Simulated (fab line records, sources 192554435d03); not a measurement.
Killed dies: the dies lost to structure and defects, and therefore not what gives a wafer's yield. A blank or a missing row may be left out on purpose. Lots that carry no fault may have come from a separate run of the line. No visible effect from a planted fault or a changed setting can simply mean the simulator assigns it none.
Lot-split experiment :: flow n5-finfet :: 21 wafers read across 7 lots, on a route 1938 steps long

## THE SPLIT ITSELF
At N5_BEOL_M1_COAT_67 (time 60 s, resist thk 60 nm), the setting spin-rpm was moved away from the recipe's 1500 rpm on 5 of the 21 wafers read, by -10.3% to +3.8%. All remaining wafers had this setting at the recipe value.

## FROM THE SPLIT TO THE READING: what the file shows between them, 4 steps
- N5_BEOL_M1_COAT_68: time 60 s, resist thk 12 nm
- N5_BEOL_M1_COAT_76: time 60 s, resist thk 5 nm
- N5_BEOL_M1_ALD_98: deposits SiO2, target thk 2.5 nm, pulse time 1 s, co reactant pulse time 1 s
- N5_BEOL_M1_ETCHBACK_99: etches SiO2 in CHF3, target depth 5 nm, time 10.4 s

## THE READING
etch.depth-nm (the simulator's own value, which no gauge read), in nm, at N5_BEOL_M1_ETCH_70 (etches SOC in N2/H2, target depth 80 nm, overetch 16 nm, time 120 s). The file does not state a usual value for it. Average 60.09 nm, standard deviation 0.14 nm, over the 16 wafers here run with the recipe.

wafer: L078.1
tool, chamber at the split: litho-track-04, 0
spin-rpm as run, rpm: 1500
against the recipe: recipe
etch.depth-nm, nm: 59.92
against lot-mates on the recipe: -

wafer: L078.4
tool, chamber at the split: litho-track-04, 0
spin-rpm as run, rpm: 1439
against the recipe: -4.1%
etch.depth-nm, nm: 61.17
against lot-mates on the recipe: +1.20

wafer: L078.5
tool, chamber at the split: litho-track-04, 0
spin-rpm as run, rpm: 1500
against the recipe: recipe
etch.depth-nm, nm: 60.01
against lot-mates on the recipe: -

wafer: L079.1
tool, chamber at the split: litho-track-04, 0
spin-rpm as run, rpm: 1500
against the recipe: recipe
etch.depth-nm, nm: 59.9
against lot-mates on the recipe: -

wafer: L079.2
tool, chamber at the split: litho-track-04, 0
spin-rpm as run, rpm: 1500
against the recipe: recipe
etch.depth-nm, nm: 60.08
against lot-mates on the recipe: -

wafer: L079.6
tool, chamber at the split: litho-track-04, 0
spin-rpm as run, rpm: 1500
against the recipe: recipe
etch.depth-nm, nm: 59.97
against lot-mates on the recipe: -

wafer: L080.1
tool, chamber at the split: litho-track-05, 0
spin-rpm as run, rpm: 1500
against the recipe: recipe
etch.depth-nm, nm: 60.23
against lot-mates on the recipe: -

wafer: L080.2
tool, chamber at the split: litho-track-05, 0
spin-rpm as run, rpm: 1500
against the recipe: recipe
etch.depth-nm, nm: 60.16
against lot-mates on the recipe: -

wafer: L080.3
tool, chamber at the split: litho-track-05, 0
spin-rpm as run, rpm: 1500
against the recipe: recipe
etch.depth-nm, nm: 60.14
against lot-mates on the recipe: -

wafer: L082.2
tool, chamber at the split: litho-track-04, 0
spin-rpm as run, rpm: 1500
against the recipe: recipe
etch.depth-nm, nm: 60.03
against lot-mates on the recipe: -

wafer: L082.4
tool, chamber at the split: litho-track-04, 0
spin-rpm as run, rpm: 1403
against the recipe: -6.5%
etch.depth-nm, nm: 62.2
against lot-mates on the recipe: +2.17

wafer: L082.6
tool, chamber at the split: litho-track-04, 0
spin-rpm as run, rpm: 1403
against the recipe: -6.5%
etch.depth-nm, nm: 61.94
against lot-mates on the recipe: +1.91

wafer: L083.1
tool, chamber at the split: litho-track-01, 0
spin-rpm as run, rpm: 1557
against the recipe: +3.8%
etch.depth-nm, nm: 58.81
against lot-mates on the recipe: -1.25

wafer: L083.5
tool, chamber at the split: litho-track-01, 0
spin-rpm as run, rpm: 1500
against the recipe: recipe
etch.depth-nm, nm: 59.93
against lot-mates on the recipe: -

wafer: L083.6
tool, chamber at the split: litho-track-01, 0
spin-rpm as run, rpm: 1500
against the recipe: recipe
etch.depth-nm, nm: 60.2
against lot-mates on the recipe: -

wafer: L085.4
tool, chamber at the split: litho-track-01, 0
spin-rpm as run, rpm: 1500
against the recipe: recipe
etch.depth-nm, nm: 59.96
against lot-mates on the recipe: -

wafer: L085.5
tool, chamber at the split: litho-track-01, 0
spin-rpm as run, rpm: 1345
against the recipe: -10.3%
etch.depth-nm, nm: 63.36
against lot-mates on the recipe: +3.33

wafer: L085.6
tool, chamber at the split: litho-track-01, 0
spin-rpm as run, rpm: 1500
against the recipe: recipe
etch.depth-nm, nm: 60.1
against lot-mates on the recipe: -

wafer: L097.2
tool, chamber at the split: litho-track-01, 0
spin-rpm as run, rpm: 1500
against the recipe: recipe
etch.depth-nm, nm: 60.4
against lot-mates on the recipe: -

wafer: L097.3
tool, chamber at the split: litho-track-01, 0
spin-rpm as run, rpm: 1500
against the recipe: recipe
etch.depth-nm, nm: 60.23
against lot-mates on the recipe: -

wafer: L097.5
tool, chamber at the split: litho-track-01, 0
spin-rpm as run, rpm: 1500
against the recipe: recipe
etch.depth-nm, nm: 60.25
against lot-mates on the recipe: -

THE FIT
A straight line over all 21 wafers: etch.depth-nm changes by -0.311 nm for each +1% of spin-rpm; r = -0.99; the points scatter about the line by 0.14 nm.
The same after taking each lot's own level away (the mean of its wafers on the recipe; 21 wafers): -0.319 nm for each +1%; r = -1.00; scatter 0.084 nm.
That fit puts the effect of the largest move of spin-rpm on the reading at 3.3 nm.
The lots' own levels span 59.965 to 60.293 nm, that is 2.4 times the standard deviation above.
The two slopes agree, so the slope changes little with the lot-to-lot level.
Check: for one of the wafers moved furthest among these (-10.3%), held out of the fit, the line's prediction against its lot-mates is +3.25 nm. Against them it came out at +3.33 nm.

## OTHER SPLITS APPLIED TO THESE WAFERS
Other splits were also applied to these wafers ahead of the reading. Each is held against what the fit with the lots' levels taken away leaves over:
other split on the same wafers: N5_BEOL_M0_SAQP_SPACER1_ALD_98 ald-cycles
wafers away from the commonest value: 6
r with etch.depth-nm (lot level and that fit taken away): +0.15

other split on the same wafers: N5_BEOL_M1_ETCH_64 source-w
wafers away from the commonest value: 8
r with etch.depth-nm (lot level and that fit taken away): +0.16

## THE WHOLE CHAIN: every reading that the file lists as answering this split, in the file's order
step: N5_BEOL_M1_COAT_67
what it does: time 60 s, resist thk 60 nm
reading: SOC_of_BEOL_M1_COAT_67.thk-nm (the simulator's own value, which no gauge read)
change (the file's fit): -0.32 nm for each +1% of the setting
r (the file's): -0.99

step: N5_BEOL_M1_ETCH_70
what it does: etches SOC in N2/H2, target depth 80 nm, overetch 16 nm, time 120 s
reading: etch.depth-nm (the simulator's own value, which no gauge read)
change (the file's fit): -0.319 nm for each +1% of the setting
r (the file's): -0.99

## FILE'S OWN FIT
etch.depth-nm changes by -0.319 nm for each +1% of spin-rpm, r = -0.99.
